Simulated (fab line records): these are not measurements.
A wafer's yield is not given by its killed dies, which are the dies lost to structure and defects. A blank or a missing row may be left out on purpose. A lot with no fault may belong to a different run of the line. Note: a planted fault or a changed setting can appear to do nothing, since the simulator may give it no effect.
Chamber matching || flow nandHarc || cmp-04 running NHARC_A_CHANNEL_FILL_D2_CMP_10: 4 sister chambers
The step polishes, target thk 150 nm. 8 wafers are shown with their chamber, then 7 later ones without.

## WAFERS PAIRED WITH THEIR CHAMBERS
{"wafer": "L076.6", "chamber": 2, "motorCurrentA (A)": 13.8, "timeToEndpointS (s)": 14.0}
{"wafer": "L081.1", "chamber": 1, "motorCurrentA (A)": 13.5, "timeToEndpointS (s)": 16.8}
{"wafer": "L081.5", "chamber": 0, "motorCurrentA (A)": 12.0, "timeToEndpointS (s)": 21.3}
{"wafer": "L082.1", "chamber": 3, "motorCurrentA (A)": 11.7, "timeToEndpointS (s)": 13.8}
{"wafer": "L082.4", "chamber": 1, "motorCurrentA (A)": 12.4, "timeToEndpointS (s)": 14.3}
{"wafer": "L082.5", "chamber": 0, "motorCurrentA (A)": 12.1, "timeToEndpointS (s)": 17.4}
{"wafer": "L087.1", "chamber": 2, "motorCurrentA (A)": 14.7, "timeToEndpointS (s)": 16.3}
{"wafer": "L087.4", "chamber": 3, "motorCurrentA (A)": 11.5, "timeToEndpointS (s)": 15.7}

## WAFERS WITH NO CHAMBER GIVEN
{"wafer": "L087.6", "motorCurrentA (A)": 12.4, "timeToEndpointS (s)": 15.7}
{"wafer": "L091.1", "motorCurrentA (A)": 12.0, "timeToEndpointS (s)": 20.6}
{"wafer": "L091.2", "motorCurrentA (A)": 13.7, "timeToEndpointS (s)": 14.9}
{"wafer": "L091.3", "motorCurrentA (A)": 13.0, "timeToEndpointS (s)": 14.5}
{"wafer": "L097.1", "motorCurrentA (A)": 14.1, "timeToEndpointS (s)": 14.8}
{"wafer": "L097.3", "motorCurrentA (A)": 12.1, "timeToEndpointS (s)": 18.8}
{"wafer": "L097.4", "motorCurrentA (A)": 12.9, "timeToEndpointS (s)": 15.3}

## WHICH CHAMBER EACH WENT THROUGH
{"wafer": "L087.6", "from the rows above": "can't be placed: 1 or 3 or 0", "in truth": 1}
{"wafer": "L091.1", "from the rows above": 0, "in truth": 0}
{"wafer": "L091.2", "from the rows above": "can't be placed: 2 or 1", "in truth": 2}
{"wafer": "L091.3", "from the rows above": "can't be placed: 1 or 2", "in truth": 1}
{"wafer": "L097.1", "from the rows above": "can't be placed: 2 or 1", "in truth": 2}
{"wafer": "L097.3", "from the rows above": 0, "in truth": 0}
{"wafer": "L097.4", "from the rows above": 1, "in truth": 1}
Correct placement for 3 of the 7. Can't be placed from these rows: 4 (the true chamber is among the candidates in 4). 0 placed wrongly.
How it was worked out, from the rows above alone: a wafer's distance from a chamber is the root of the sum, over the readings, of the square of ((its reading less the chamber's mean) divided by the reading's scatter). The wafer belongs to the nearest chamber; if the next one is less than 2 further off, it can't be placed. Each chamber's mean is taken over the wafers shown for it. The scatter is the square root of a quotient: the sum, over the shown wafers, of each reading's squared deviation from its chamber's mean, divided by wafers minus chambers.
